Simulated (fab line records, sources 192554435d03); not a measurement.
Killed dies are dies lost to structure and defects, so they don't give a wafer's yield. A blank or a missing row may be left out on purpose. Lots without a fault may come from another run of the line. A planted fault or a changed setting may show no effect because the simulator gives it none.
fab line records | flow n5_finfet
record lots=23 wafers=69 last_day=18
route steps=1938 shown BEOL_M1@832 BEOL_M2@899 BEOL_M3@949
lots that met no fault: from a run of the same line without faults
start_h: hours from the record's first day to the start of the lot's first wafer shown | wait_h: hours since the lot's step before | " the same as in the row above | L1.1+2: a row that stands for several wafers | - no value, or no start given | * or withheld: withheld | < > ~ a bound
route shown NAME@n: a module of which the file shows steps, and the number in the route of the first | usual: mean/standard deviation of fault-free wafers | same: alike in all rows | chamber/n: place in a boat | sites: the reading at each site | _std_site: their standard deviation | _edge_site: outer sites' mean less inner sites' | radius_mm: how far each site lies from the wafer's centre | mask NAME#n: copy n | behind: the tool/chamber that last shaped the wafer | hold: why the lot was held/for how many hours/how that ended | device: the transistor (n, p or np) that didn't switch | end of line: the same wafers' tests at the end of the route | a step without rows: its recipe alone | killed: dies lost to structure and defects at the first sort, not the wafer's yield | map: a wafer's dies, x killed, . not, _ none there
set.NAME: the setting as run; set.NAME@STEP: as run at that earlier step | model.NAME: the simulator's own value behind a step, which no gauge read
steps of the route over a sample of lots; a table a step, a row a wafer
services: from which hour (start_h, from the record's first day; less than 0 if before it) a tool's chamber was out of use, for how many hours, and why
## steps
# step N5_BEOL_M1_ANNEAL_51
# recipe temp_c=225 time_s=90 ambient=N2
# usual wafer_temp_C_max=226.15/0.29
# columns lot.wafer tool chamber start_h wait_h wafer_temp_C_max
L074.3 rtp_anneal-01 0 132.60 0.1 226.02
L074.4 " 0 " " 225.95
L074.6 " 0 " " 226.09
L075.1 rtp_anneal-02 0 143.23 0.1 226.23
L075.2 " 0 " " 226.40
L075.4 " 0 " " 226.00
L077.2 rtp_anneal-02 0 145.23 0.3 226.11
L077.5 " 0 " " 226.23
L077.6 " 0 " " 225.69
L076.2 rtp_anneal-01 0 154.60 0.1 226.42
L076.3 " 0 " " 225.81
L076.4 " 0 " " 226.49
L078.1 rtp_anneal-02 0 157.72 0.1 225.91
L078.4 " 0 " " 225.83
L078.5 " 0 " " 226.02
L079.3 rtp_anneal-02 0 159.40 0.1 226.09
L079.4 " 0 " " 226.21
L079.6 " 0 " " 226.35
L080.1 rtp_anneal-01 0 160.25 0.1 226.79
L080.3 " 0 " " 225.93
L080.4 " 0 " " 226.64
L081.2 rtp_anneal-01 0 171.16 0.1 226.04
L081.3 " 0 " " 226.31
L081.5 " 0 " " 226.55
L082.3 rtp_anneal-02 0 182.34 0.1 226.39
L082.4 " 0 " " 226.06
L082.6 " 0 " " 226.15
L083.4 rtp_anneal-02 0 185.18 0.2 225.69
L083.5 " 0 " " 226.08
L083.6 " 0 " " 226.13
L084.2 rtp_anneal-01 0 192.36 0.1 226.09
L084.4 " 0 " " 226.35
L084.6 " 0 " " 225.96
L085.1 rtp_anneal-02 0 198.99 0.1 225.94
L085.2 " 0 " " 225.56
L085.6 " 0 " " 225.90
L086.2 rtp_anneal-01 0 201.94 0.1 226.14
L086.5 " 0 " " 225.88
L086.6 " 0 " " 226.03
L087.2 rtp_anneal-01 0 224.62 0.4 226.04
L087.3 " 0 " " 226.37
L087.6 " 0 " " 226.12
L089.2 rtp_anneal-01 0 227.93 0.1 226.38
L089.4 " 0 " " 226.29
L089.6 " 0 " " 226.52
L090.1 rtp_anneal-02 0 228.87 0.1 226.00
L090.3 " 0 " " 225.74
L090.5 " 0 " " 225.73
L091.1 rtp_anneal-01 0 239.77 0.1 226.36
L091.2 " 0 " " 226.96
L091.4 " 0 " " 226.78
L092.1 rtp_anneal-02 0 249.25 0.1 225.67
L092.3 " 0 " " 225.99
L092.4 " 0 " " 225.66
L093.1 rtp_anneal-01 0 258.99 0.1 226.37
L093.5 " 0 " " 226.62
L093.6 " 0 " " 226.39
L095.1 rtp_anneal-01 0 262.17 0.1 225.83
L095.2 " 0 " " 226.22
L095.4 " 0 " " 226.40
L094.2 rtp_anneal-01 0 264.14 0.1 226.37
L094.3 " 0 " " 226.77
L094.5 " 0 " " 226.57
L096.4 rtp_anneal-02 0 271.33 0.2 225.95
L096.5 " 0 " " 226.06
L096.6 " 0 " " 225.88
L097.2 rtp_anneal-01 0 272.42 0.1 226.27
L097.4 " 0 " " 226.40
L097.5 " 0 " " 225.96
# step N5_BEOL_M2_DEGAS_44
# recipe ambient=vacuum temp_c=250 time_s=60
# usual heater_power_w=334/25 susceptor_temp_C=250.00/0.19
# columns lot.wafer tool chamber start_h wait_h heater_power_w susceptor_temp_C
L074.3 pvd_sputter-01 - 140.75 0.4 304 249.97
L074.4 " - " " 306 249.88
L074.6 " - " " 299 249.75
L075.1 pvd_sputter-02 - 150.12 0.2 353 249.98
L075.2 " - " " 360 250.06
L075.4 " - " " 312 249.89
L077.2 pvd_sputter-02 - 154.40 0.3 374 249.82
L077.5 " - " " 358 250.12
L077.6 " - " " 310 250.09
L076.2 pvd_sputter-02 - 165.67 0.2 300 250.21
L076.3 " - " " 323 250.30
L076.4 " - " " 367 249.79
L078.1 pvd_sputter-02 - 168.82 0.0 335 250.21
L078.4 " - " " 363 250.02
L078.5 " - " " 378 249.94
L079.3 pvd_sputter-01 - 171.60 2.4 332 250.17
L079.4 " - " " 299 250.11
L079.6 " - " " 315 250.36
L080.1 pvd_sputter-03 - 172.46 0.5 312 250.12
L080.3 " - " " 313 249.59
L080.4 " - " " 349 249.92
L081.2 pvd_sputter-03 - 178.34 0.4 316 249.80
L081.3 " - " " 349 249.89
L081.5 " - " " 353 249.82
L082.3 pvd_sputter-02 - 192.31 0.1 312 250.07
L082.4 " - " " 355 249.99
L082.6 " - " " 333 250.39
L083.4 pvd_sputter-02 - 192.59 0.3 305 250.00
L083.5 " - " " 367 250.02
L083.6 " - " " 304 249.96
L084.2 pvd_sputter-01 - 199.37 0.5 306 250.23
L084.4 " - " " 296 250.28
L084.6 " - " " 321 250.06
L085.1 pvd_sputter-01 - 219.88 0.2 306 249.77
L085.2 " - " " 305 250.14
L085.6 " - " " 306 249.97
L086.2 pvd_sputter-03 - 219.98 0.2 344 250.56
L086.5 " - " " 321 250.10
L086.6 " - " " 310 250.13
L087.2 pvd_sputter-03 - 246.75 0.2 343 249.82
L087.3 " - " " 358 250.24
L087.6 " - " " 311 249.96
L089.2 pvd_sputter-02 - 250.41 0.4 313 249.85
L089.4 " - " " 333 250.00
L089.6 " - " " 369 250.06
L090.1 pvd_sputter-02 - 250.81 0.6 299 250.17
L090.3 " - " " 365 249.88
L090.5 " - " " 367 249.89
L091.1 pvd_sputter-03 - 256.00 0.3 343 250.11
L091.2 " - " " 364 249.94
L091.4 " - " " 323 249.94
L092.1 pvd_sputter-02 - 262.98 0.4 355 250.21
L092.3 " - " " 330 249.90
L092.4 " - " " 365 250.06
L095.1 pvd_sputter-02 - 272.34 0.5 309 250.15
L095.2 " - " " 366 250.20
L095.4 " - " " 336 249.80
L093.1 pvd_sputter-02 - 275.66 0.4 370 249.82
L093.5 " - " " 381 249.84
L093.6 " - " " 315 250.43
L097.2 pvd_sputter-02 - 283.12 1.3 305 250.01
L097.4 " - " " 371 250.11
L097.5 " - " " 308 249.90
L094.2 pvd_sputter-02 - 283.66 0.1 305 250.00
L094.3 " - " " 376 249.71
L094.5 " - " " 311 249.62
L096.4 pvd_sputter-02 - 287.16 0.5 306 249.92
L096.5 " - " " 362 249.77
L096.6 " - " " 333 249.88
# step N5_BEOL_M2_SPUTTER_48
# recipe material=Cu target_thk_a=45 temp_c=-20 chamber_pressure_pa=0.07 power_w=withheld time_s=8.29
# usual chamber_pressure_pa=0.07001/0.00013 susceptor_temp_C=-20.01/0.092 throttle_valve_pct=30.3/0.94
# columns lot.wafer tool chamber start_h wait_h chamber_pressure_pa susceptor_temp_C throttle_valve_pct
L074.3 pvd_sputter-03 - 141.34 0.1 0.07013 -19.99 30.6
L074.4 " - " " 0.07013 -20.06 29.9
L074.6 " - " " 0.06977 -20.11 30.8
L075.1 pvd_sputter-01 - 152.33 1.5 0.06991 -20.04 28.6
L075.2 " - " " 0.06999 -19.97 30.4
L075.4 " - " " 0.07012 -19.94 31.7
L077.2 pvd_sputter-03 - 155.42 0.1 0.06983 -19.99 30.6
L077.5 " - " " 0.06993 -20.08 29.7
L077.6 " - " " 0.07004 -20.18 30.8
L076.2 pvd_sputter-03 - 166.30 0.1 0.06975 -20.00 30.8
L076.3 " - " " 0.0702 -20.02 31.5
L076.4 " - " " 0.07015 -19.88 29.9
L078.1 pvd_sputter-03 - 169.60 0.1 0.07004 -20.06 29.8
L078.4 " - " " 0.06979 -19.89 31.4
L078.5 " - " " 0.07014 -20.08 30.4
L079.3 pvd_sputter-01 - 172.22 0.1 0.07006 -20.02 30.3
L079.4 " - " " 0.07025 -19.97 28.6
L079.6 " - " " 0.07004 -19.93 30.3
L080.1 pvd_sputter-03 - 173.08 0.1 0.06997 -20.09 30.8
L080.3 " - " " 0.06997 -20.03 29.7
L080.4 " - " " 0.07021 -20.01 31.5
L081.2 pvd_sputter-03 - 179.34 0.1 0.06996 -20.13 31.5
L081.3 " - " " 0.07003 -20.05 29.0
L081.5 " - " " 0.06997 -20.01 31.6
L082.3 pvd_sputter-03 - 192.98 0.1 0.07009 -20.21 30.2
L082.4 " - " " 0.06981 -20.07 29.6
L082.6 " - " " 0.06972 -19.80 28.9
L083.4 pvd_sputter-01 - 193.21 0.1 0.06999 -20.11 31.5
L083.5 " - " " 0.07019 -20.06 30.4
L083.6 " - " " 0.06996 -20.08 30.1
L084.2 pvd_sputter-02 - 199.98 0.1 0.06992 -20.01 29.3
L084.4 " - " " 0.07001 -20.06 29.9
L084.6 " - " " 0.07004 -19.87 32.1
L085.1 pvd_sputter-03 - 220.50 0.1 0.06982 -20.08 29.1
L085.2 " - " " 0.07006 -20.00 31.4
L085.6 " - " " 0.06999 -19.98 31.5
L086.2 pvd_sputter-03 - 222.34 1.8 0.06997 -20.04 28.9
L086.5 " - " " 0.07008 -20.02 31.2
L086.6 " - " " 0.07016 -19.92 29.7
L087.2 pvd_sputter-02 - 247.47 0.3 0.06996 -20.04 29.9
L087.3 " - " " 0.0699 -19.98 30.2
L087.6 " - " " 0.07015 -20.10 29.5
L089.2 pvd_sputter-02 - 251.04 0.1 0.07005 -19.90 31.8
L089.4 " - " " 0.06989 -19.85 30.1
L089.6 " - " " 0.06993 -19.93 29.8
L090.1 pvd_sputter-03 - 251.48 0.1 0.06985 -20.02 30.7
L090.3 " - " " 0.07012 -20.02 29.9
L090.5 " - " " 0.07026 -19.99 31.9
L091.1 pvd_sputter-02 - 258.22 1.4 0.07001 -20.01 30.1
L091.2 " - " " 0.0701 -19.98 29.4
L091.4 " - " " 0.07033 -20.03 31.8
L092.1 pvd_sputter-02 - 263.58 0.1 0.06999 -20.19 29.9
L092.3 " - " " 0.06996 -19.93 29.5
L092.4 " - " " 0.07027 -19.93 31.5
L095.1 pvd_sputter-02 - 273.46 0.4 0.07021 -19.99 30.1
L095.2 " - " " 0.07011 -20.11 31.7
L095.4 " - " " 0.06994 -19.78 29.7
L093.1 pvd_sputter-02 - 278.06 0.1 0.06994 -20.04 30.0
L093.5 " - " " 0.07015 -19.91 29.6
L093.6 " - " " 0.07009 -20.14 30.0
L097.2 pvd_sputter-03 - 283.72 0.1 0.06984 -19.84 31.5
L097.4 " - " " 0.0698 -20.09 30.7
L097.5 " - " " 0.07007 -20.15 29.5
L094.2 pvd_sputter-02 - 284.30 0.1 0.07013 -20.03 32.3
L094.3 " - " " 0.07013 -20.06 29.8
L094.5 " - " " 0.06993 -19.81 29.4
L096.4 pvd_sputter-01 - 287.87 0.1 0.07011 -20.02 30.2
L096.5 " - " " 0.07007 -20.06 31.5
L096.6 " - " " 0.07001 -19.96 28.6
# step N5_BEOL_M3_ETCH_63
# recipe chemistry=CF4 target=SiARC target_depth_a=156 mask_material=CAR-EUV time_s=26 ion_energy_ev=80 pressure_mtorr=40 source_w=545 bias_w=36 Ar_flow_sccm=100 cf4_flow_sccm=100 ends=cleared
# usual drypump_motor_current_A=6.0/0.38 etch_rf_on_time_s=26.1/0.91 oes_product_au=0.68/0.081 rf_vpp_V=183.9/1.1 showerhead_plenum_p_Torr=2.14/0.064 throttle_valve_pct=15.63/0.24
# columns lot.wafer tool chamber start_h wait_h drypump_motor_current_A etch_rf_on_time_s oes_product_au rf_hours_counter_h rf_vpp_V showerhead_plenum_p_Torr throttle_valve_pct
L074.3 rie_diel-03 0 145.49 0.0 5.3 26.5 0.69 98 183.7 2.15 15.50
L074.4 " 0 " " 5.3 26.6 0.69 - 183.0 2.15 15.50
L074.6 " 2 " " 6.6 24.9 0.64 - 184.3 2.11 15.61
L075.1 rie_diel-03 2 157.86 0.0 6.6 25.4 0.62 209 185.2 2.11 15.61
L075.2 " 0 " " 5.2 26.9 0.68 102 185.0 2.15 15.51
L075.4 " 0 " " 5.2 26.8 0.68 - 185.1 2.15 15.50
L077.2 rie_diel-01 1 159.31 0.0 6.0 26.3 0.78 23 183.5 2.11 15.61
L077.5 " 1 " " 6.1 26.7 0.77 - 183.3 2.11 15.62
L077.6 " 2 " " 6.0 25.6 0.64 - 185.9 2.21 15.77
L076.2 rie_diel-01 0 172.29 0.0 6.2 26.1 0.82 5 185.5 2.19 15.32
L076.3 " 3 " " 5.9 27.4 0.60 200 183.5 2.14 15.77
L076.4 " 1 " " 6.1 26.9 0.76 27 184.1 2.11 15.64
L078.1 rie_diel-01 2 174.95 0.0 6.0 25.7 0.62 162 185.4 2.21 15.78
L078.4 " 1 " " 6.1 26.7 0.76 28 183.1 2.11 15.64
L078.5 " 3 " " 5.9 27.3 0.60 - 182.4 2.14 15.78
L079.3 rie_diel-02 1 175.88 0.0 5.7 26.6 0.63 157 183.0 2.06 16.03
L079.4 " 0 " " 6.6 25.8 0.75 50 183.6 2.19 15.24
L079.6 " 1 " " 5.7 26.6 0.63 - 182.9 2.06 16.01
L080.1 rie_diel-02 1 178.36 0.0 5.7 26.1 0.63 158 182.6 2.06 16.02
L080.3 " 3 " " 5.8 26.4 0.63 179 181.8 2.05 15.49
L080.4 " 0 " " 6.7 25.3 0.75 51 183.2 2.18 15.24
L081.2 rie_diel-01 3 182.99 0.0 5.9 27.6 0.59 203 183.4 2.14 15.79
L081.3 " 1 " " 6.0 26.8 0.76 31 182.8 2.11 15.63
L081.5 " 1 " " 6.0 26.9 0.75 - 183.9 2.11 15.63
L082.3 rie_diel-02 1 197.35 0.0 5.7 26.6 0.62 164 183.1 2.06 16.04
L082.4 " 0 " " 6.7 25.4 0.74 57 184.6 2.18 15.26
L082.6 " 3 " " 5.8 26.5 0.63 - 184.5 2.05 15.48
L083.4 rie_diel-03 1 197.43 0.0 5.8 26.8 0.80 12 183.8 2.09 15.28
L083.5 " 0 " " 5.2 27.0 0.67 - 184.2 2.15 15.52
L083.6 " 1 " " 5.8 26.8 0.80 - 183.0 2.09 15.30
L084.2 rie_diel-02 1 204.60 0.0 5.7 26.7 0.62 166 182.7 2.06 16.04
L084.4 " 3 " " 5.8 26.8 0.62 - 181.6 2.05 15.51
L084.6 " 1 " " 5.7 26.4 0.61 - 182.5 2.06 16.05
L085.1 rie_diel-01 3 225.05 0.0 5.9 27.2 0.58 215 184.1 2.13 15.79
L085.2 " 1 " " 6.1 26.3 0.77 39 184.1 2.10 15.68
L085.6 " 0 " " 6.2 26.1 0.78 - 183.8 2.19 15.33
L086.2 rie_diel-01 2 227.30 0.0 6.1 25.3 0.62 176 184.5 2.21 15.80
L086.5 " 0 " " 6.2 25.8 0.78 - 182.8 2.19 15.32
L086.6 " 1 " " 6.0 25.9 0.76 - 183.2 2.10 15.65
L087.2 rie_diel-02 3 251.59 0.0 5.8 27.1 0.61 200 182.7 2.05 15.52
L087.3 " 0 " " 6.6 25.5 0.73 72 185.6 2.18 15.29
L087.6 " 0 " " 6.7 25.6 0.73 - 185.6 2.18 15.29
L089.2 rie_diel-02 0 256.12 0.0 6.7 25.6 0.73 73 185.9 2.18 15.29
L089.4 " 1 " " 5.7 26.3 0.62 - 184.2 2.05 16.06
L089.6 " 0 " " 6.7 25.6 0.73 - 184.9 2.18 15.30
L090.1 rie_diel-03 2 256.24 0.0 6.6 25.0 0.61 241 183.6 2.10 15.68
L090.3 " 1 " " 5.8 27.1 0.76 30 185.2 2.08 15.33
L090.5 " 0 " " 5.2 26.3 0.66 - 183.2 2.14 15.56
L091.1 rie_diel-03 2 263.33 0.0 6.6 25.0 0.61 243 184.6 2.10 15.68
L091.2 " 3 " " 6.5 25.7 0.60 224 184.5 2.20 15.77
L091.4 " 0 " " 5.2 26.6 0.66 135 183.7 2.14 15.56
L092.1 rie_diel-01 3 268.95 0.0 5.9 26.8 0.59 223 182.8 2.13 15.83
L092.3 " 0 " " 6.2 26.0 0.76 32 181.6 2.18 15.35
L092.4 " 2 " " 6.1 25.4 0.61 188 185.5 2.20 15.84
L095.1 rie_diel-02 3 278.52 0.0 5.8 27.0 0.61 205 182.0 2.04 15.53
L095.2 " 0 " " 6.7 25.6 0.72 80 184.7 2.17 15.30
L095.4 " 2 " " 5.7 23.5 0.85 16 185.4 2.28 15.66
L093.1 rie_diel-01 2 282.54 0.0 6.0 25.5 0.61 193 185.2 2.20 15.84
L093.5 " 3 " " 5.9 27.4 0.58 - 183.2 2.13 15.84
L093.6 " 2 " " 6.1 25.7 0.60 - 184.1 2.20 15.82
L097.2 rie_diel-02 0 288.25 0.0 6.7 25.8 0.71 83 183.8 2.17 15.33
L097.4 " 3 " " 5.8 27.2 0.61 208 183.9 2.04 15.54
L097.5 " 2 " " 5.7 23.8 0.84 - 185.7 2.28 15.66
L094.2 rie_diel-01 3 290.12 0.0 5.8 26.9 0.59 228 184.0 2.13 15.82
L094.3 " 0 " " 6.2 26.3 0.75 37 184.9 2.18 15.36
L094.5 " 3 " " 5.9 27.1 0.58 - 183.1 2.13 15.84
L096.4 rie_diel-03 1 295.03 0.0 5.8 27.2 0.74 - 186.4 2.08 15.36
L096.5 " 0 " " 5.3 26.8 0.64 - 184.0 2.14 15.58
L096.6 " 3 " " 6.4 25.5 0.60 - 184.3 2.20 15.78
# step N5_BEOL_M3_HM_OPEN_17
# recipe chemistry=Cl2/BCl3 target_depth_a=200 overetch_a=60 target=TiN mask_material=SOC ion_energy_ev=150 pressure_mtorr=10 icp_w=1000 bias_w=126 Cl2_flow_sccm=53.25 bcl3_flow_sccm=21.75 Ar_flow_sccm=25
# usual drypump_motor_current_A=5.60/0.24 oes_ar_750_au=0.82/0.13 oes_product_au=0.70/0.1 throttle_valve_pct=22.46/0.2
# columns lot.wafer tool chamber start_h wait_h drypump_motor_current_A oes_ar_750_au oes_product_au rf_hours_counter_h throttle_valve_pct
L074.3 rie_metal-02 0 145.74 0.1 5.29 0.61 0.52 - 22.45
L074.4 " 0 " " 5.29 0.61 0.52 - 22.44
L074.6 " 0 " " 5.29 0.60 0.52 - 22.42
L075.1 rie_metal-02 0 158.15 0.0 5.27 0.61 0.52 123 22.46
L075.2 " 1 " " 5.78 1.00 0.83 1 22.28
L075.4 " 1 " " 5.79 0.99 0.84 - 22.26
L077.2 rie_metal-02 0 159.51 0.0 5.29 0.61 0.52 124 22.44
L077.5 " 0 " " 5.27 0.60 0.53 - 22.44
L077.6 " 1 " " 5.81 0.99 0.83 - 22.28
L076.2 rie_metal-01 1 172.49 0.0 5.84 0.99 0.83 3 22.77
L076.3 " 1 " " 5.83 0.98 0.81 - 22.77
L076.4 " 0 " " 5.41 0.87 0.74 - 22.46
L078.1 rie_metal-01 0 175.15 0.0 5.39 0.87 0.75 12 22.45
L078.4 " 1 " " 5.89 0.98 0.81 - 22.77
L078.5 " 0 " " 5.39 0.86 0.75 - 22.45
L079.3 rie_metal-03 1 176.11 0.1 5.46 0.73 0.63 - 22.30
L079.4 " 0 " " 6.01 0.61 0.52 - 22.60
L079.6 " 1 " " 5.48 0.74 0.64 - 22.29
L080.1 rie_metal-03 0 178.55 0.0 5.95 0.61 0.54 120 22.58
L080.3 " 0 " " 5.95 0.61 0.54 - 22.58
L080.4 " 1 " " 5.42 0.74 0.65 - 22.29
L081.2 rie_metal-01 1 183.18 0.0 5.82 0.97 0.81 4 22.76
L081.3 " 1 " " 5.84 0.98 0.82 - 22.76
L081.5 " 0 " " 5.39 0.85 0.74 - 22.45
L082.3 rie_metal-02 0 197.58 0.1 5.28 0.60 0.52 - 22.45
L082.4 " 1 " " 5.80 0.95 0.80 - 22.29
L082.6 " 1 " " 5.78 0.95 0.79 - 22.28
L083.4 rie_metal-03 1 197.71 0.1 5.49 0.74 0.63 - 22.31
L083.5 " 1 " " 5.45 0.74 0.64 - 22.29
L083.6 " 1 " " 5.48 0.74 0.64 - 22.29
L084.2 rie_metal-02 1 204.80 0.0 5.82 0.93 0.77 6 22.31
L084.4 " 1 " " 5.82 0.93 0.78 - 22.31
L084.6 " 1 " " 5.82 0.93 0.78 - 22.30
L085.1 rie_metal-03 1 225.24 0.0 5.50 0.73 0.64 49 22.31
L085.2 " 0 " " 5.97 0.60 0.53 122 22.60
L085.6 " 1 " " 5.46 0.72 0.64 - 22.30
L086.2 rie_metal-02 1 227.52 0.1 5.80 0.92 0.76 - 22.30
L086.5 " 1 " " 5.83 0.92 0.77 - 22.29
L086.6 " 1 " " 5.82 0.92 0.77 - 22.29
L087.2 rie_metal-02 0 251.79 0.0 5.27 0.93 0.81 2 22.00
L087.3 " 0 " " 5.28 0.93 0.80 - 22.00
L087.6 " 1 " " 5.83 0.90 0.75 - 22.32
L089.2 rie_metal-01 1 256.32 0.0 5.87 0.94 0.77 9 22.77
L089.4 " 0 " " 5.40 0.84 0.71 - 22.47
L089.6 " 1 " " 5.81 0.94 0.76 - 22.80
L090.1 rie_metal-03 1 256.44 0.0 5.48 0.72 0.61 52 22.32
L090.3 " 1 " " 5.49 0.72 0.62 - 22.33
L090.5 " 1 " " 5.50 0.72 0.63 - 22.30
L091.1 rie_metal-01 0 263.53 0.0 5.38 0.84 0.70 19 22.51
L091.2 " 1 " " 5.80 0.93 0.76 10 22.79
L091.4 " 1 " " 5.83 0.94 0.78 - 22.77
L092.1 rie_metal-02 0 269.14 0.0 5.28 0.93 0.79 3 22.01
L092.3 " 0 " " 5.29 0.93 0.79 - 22.01
L092.4 " 1 " " 5.78 0.89 0.75 - 22.34
L095.1 rie_metal-01 1 278.72 0.0 5.87 0.93 0.76 11 22.80
L095.2 " 0 " " 5.39 0.83 0.70 20 22.49
L095.4 " 1 " " 5.86 0.93 0.75 - 22.81
L093.1 rie_metal-01 0 282.74 0.0 5.39 0.83 0.71 21 22.48
L093.5 " 0 " " 5.39 0.83 0.71 - 22.48
L093.6 " 1 " " 5.83 0.93 0.77 - 22.78
L097.2 rie_metal-01 0 288.45 0.0 5.40 0.83 0.71 21 22.46
L097.4 " 1 " " 5.82 0.92 0.77 - 22.76
L097.5 " 1 " " 5.82 0.91 0.77 - 22.79
L094.2 rie_metal-03 0 290.32 0.0 5.95 0.97 0.83 2 22.26
L094.3 " 0 " " 6.00 0.98 0.83 - 22.30
L094.5 " 0 " " 5.98 0.97 0.82 - 22.29
L096.4 rie_metal-01 0 295.25 0.1 5.39 0.83 0.69 - 22.51
L096.5 " 1 " " 5.82 0.92 0.75 - 22.78
L096.6 " 0 " " 5.40 0.83 0.70 - 22.50
# step N5_BEOL_M3_STRIP_19
# recipe chemistry=O2 power_w=400 temp_c=40 pressure_mtorr=30 rf_frequency_hz=6e+07 bias_power_w=0 overash_fraction=0.2 o2_flow_sccm=225
# usual drypump_motor_current_A=6.0/0.38 oes_product_au=0.79/0.099 rf_vpp_V=3.6/0.51 showerhead_plenum_p_Torr=2.08/0.064 throttle_valve_pct=16.68/0.27
# columns lot.wafer tool chamber start_h wait_h drypump_motor_current_A oes_product_au rf_hours_counter_h rf_vpp_V showerhead_plenum_p_Torr throttle_valve_pct
L074.3 rie_diel-01 3 145.89 0.1 5.8 0.72 191 3.5 2.06 16.63
L074.4 " 2 " " 6.0 0.72 - 3.9 2.17 16.79
L074.6 " 1 " " 6.0 0.93 - 3.2 2.07 16.69
L075.1 rie_diel-02 0 158.47 0.3 6.6 0.89 45 3.5 2.15 16.33
L075.2 " 1 " " 5.7 0.75 151 3.3 2.02 17.11
L075.4 " 2 " " 5.7 0.67 236 3.8 1.96 16.97
L077.2 rie_diel-01 3 159.90 0.4 5.9 0.72 196 3.4 2.06 16.64
L077.5 " 3 " " 5.9 0.72 - 3.6 2.06 16.66
L077.6 " 0 " " 6.2 0.99 - 3.6 2.11 16.14
L076.2 rie_diel-02 2 172.60 0.1 5.7 0.66 240 4.1 1.96 16.97
L076.3 " 1 " " 5.8 0.74 156 3.2 2.02 17.12
L076.4 " 1 " " 5.8 0.74 - 3.1 2.02 17.14
L078.1 rie_diel-02 3 175.26 0.1 5.8 0.74 178 3.7 1.99 16.41
L078.4 " 1 " " 5.7 0.74 157 4.2 2.02 17.14
L078.5 " 2 " " 5.7 0.66 - 3.5 1.96 16.97
L079.3 rie_diel-03 1 176.22 0.1 5.8 0.98 5 4.2 2.05 16.37
L079.4 " 3 " " 6.5 0.71 204 3.6 2.17 16.78
L079.6 " 2 " " 6.6 0.72 - 3.2 2.10 16.82
L080.1 rie_diel-02 2 178.87 0.3 5.7 0.65 243 3.9 1.96 16.96
L080.3 " 3 " " 5.9 0.75 179 4.5 1.99 16.42
L080.4 " 0 " " 6.7 0.88 51 3.1 2.15 16.33
L081.2 rie_diel-02 1 183.29 0.1 5.7 0.74 160 2.9 2.02 17.14
L081.3 " 0 " " 6.7 0.88 53 2.9 2.15 16.34
L081.5 " 1 " " 5.7 0.74 - 3.2 2.02 17.13
L082.3 rie_diel-03 3 197.66 0.1 6.4 0.70 211 4.4 2.17 16.77
L082.4 " 0 " " 5.2 0.78 116 2.5 2.13 16.68
L082.6 " 0 " " 5.2 0.79 - 3.3 2.13 16.68
L083.4 rie_diel-03 0 197.82 0.1 5.3 0.78 116 3.3 2.13 16.69
L083.5 " 0 " " 5.3 0.79 - 3.4 2.13 16.71
L083.6 " 3 " " 6.4 0.70 - 3.2 2.16 16.76
L084.2 rie_diel-03 0 205.04 0.2 5.2 0.78 119 3.7 2.12 16.68
L084.4 " 3 " " 6.4 0.70 213 2.9 2.16 16.77
L084.6 " 1 " " 5.9 0.96 - 3.7 2.04 16.41
L085.1 rie_diel-03 3 225.35 0.1 6.4 0.69 218 4.0 2.16 16.77
L085.2 " 1 " " 5.8 0.93 20 4.2 2.04 16.40
L085.6 " 0 " " 5.3 0.79 - 3.4 2.12 16.71
L086.2 rie_diel-01 3 227.69 0.1 5.9 0.71 215 3.7 2.06 16.69
L086.5 " 3 " " 5.9 0.70 - 3.2 2.06 16.68
L086.6 " 0 " " 6.2 0.92 - 4.6 2.10 16.18
L087.2 rie_diel-02 3 251.90 0.1 5.8 0.72 200 3.6 1.98 16.45
L087.3 " 2 " " 5.7 0.98 8 3.6 2.21 16.54
L087.6 " 0 " " 6.6 0.85 - 3.6 2.14 16.36
L089.2 rie_diel-02 2 256.43 0.1 5.7 0.98 8 3.2 2.21 16.54
L089.4 " 0 " " 6.7 0.85 - 4.2 2.14 16.40
L089.6 " 2 " " 5.7 0.97 - 3.4 2.21 16.55
L090.1 rie_diel-01 1 256.64 0.2 6.1 0.88 48 5.6 2.06 16.74
L090.3 " 0 " " 6.2 0.91 28 3.8 2.10 16.20
L090.5 " 0 " " 6.2 0.91 - 3.2 2.10 16.20
L091.1 rie_diel-03 3 263.64 0.1 6.4 0.69 224 3.4 2.16 16.80
L091.2 " 2 " " 6.6 0.70 243 3.7 2.09 16.87
L091.4 " 1 " " 5.8 0.92 32 4.1 2.04 16.42
L092.1 rie_diel-03 0 269.30 0.1 5.3 0.77 137 3.7 2.12 16.71
L092.3 " 1 " " 5.8 0.91 34 3.3 2.04 16.43
L092.4 " 2 " " 6.6 0.70 245 3.3 2.09 16.90
L095.1 rie_diel-02 1 278.83 0.1 5.7 0.72 187 3.1 2.01 17.17
L095.2 " 0 " " 6.6 0.85 80 3.6 2.14 16.39
L095.4 " 2 " " 5.7 0.95 16 2.5 2.21 16.56
L093.1 rie_diel-03 2 283.05 0.3 6.6 0.69 250 2.8 2.08 16.90
L093.5 " 1 " " 5.8 0.91 - 4.2 2.04 16.44
L093.6 " 2 " " 6.6 0.69 - 3.7 2.08 16.90
L097.2 rie_diel-01 1 288.56 0.1 6.0 0.87 58 3.8 2.05 16.78
L097.4 " 2 " " 6.1 0.69 195 3.1 2.15 16.85
L097.5 " 1 " " 6.1 0.86 - 3.3 2.05 16.77
L094.2 rie_diel-01 1 290.44 0.1 6.0 0.86 59 3.8 2.05 16.77
L094.3 " 3 " " 5.9 0.70 228 3.4 2.05 16.73
L094.5 " 1 " " 6.0 0.86 - 3.7 2.05 16.78
L096.4 rie_diel-01 2 295.37 0.1 6.0 0.70 197 3.5 2.15 16.87
L096.5 " 1 " " 6.1 0.87 - 2.8 2.05 16.78
L096.6 " 0 " " 6.2 0.89 - 3.6 2.09 16.21
## services
# columns tool chamber start_h hours kind
rie_diel-02 2 114.71 9.7 repair
pvd_sputter-01 - 118.52 3.9 repair
rie_metal-03 - 119.00 2.8 pm
rie_diel-03 1 142.19 - clean
rie_diel-03 1 142.19 - consumable_replace:focus_ring
rie_diel-01 0 143.73 - clean
rie_diel-01 0 143.73 - consumable_replace:focus_ring
rie_diel-01 0 143.73 12.9 scheduled_down
rie_diel-01 0 143.73 12.9 vent_cycle
rtp_anneal-01 - 151.01 1.8 pm
rie_metal-01 - 158.39 2.1 repair
rie_diel-02 3 159.82 13.2 repair
rie_diel-01 - 185.38 2.8 pm
rie_metal-03 0 188.68 12.9 repair
rie_diel-02 2 203.25 - clean
rie_diel-02 2 203.25 - consumable_replace:focus_ring
rie_diel-02 2 203.25 - consumable_replace:showerhead
rie_diel-02 2 203.25 16.7 scheduled_down
rie_diel-02 2 203.25 16.7 vent_cycle
rie_diel-01 1 203.57 9.8 repair
rie_diel-01 3 254.41 9.7 repair
rie_diel-02 3 255.88 9.2 repair
rie_diel-03 3 274.13 5.8 repair
rie_diel-01 3 275.10 4.1 repair
## key
fault none
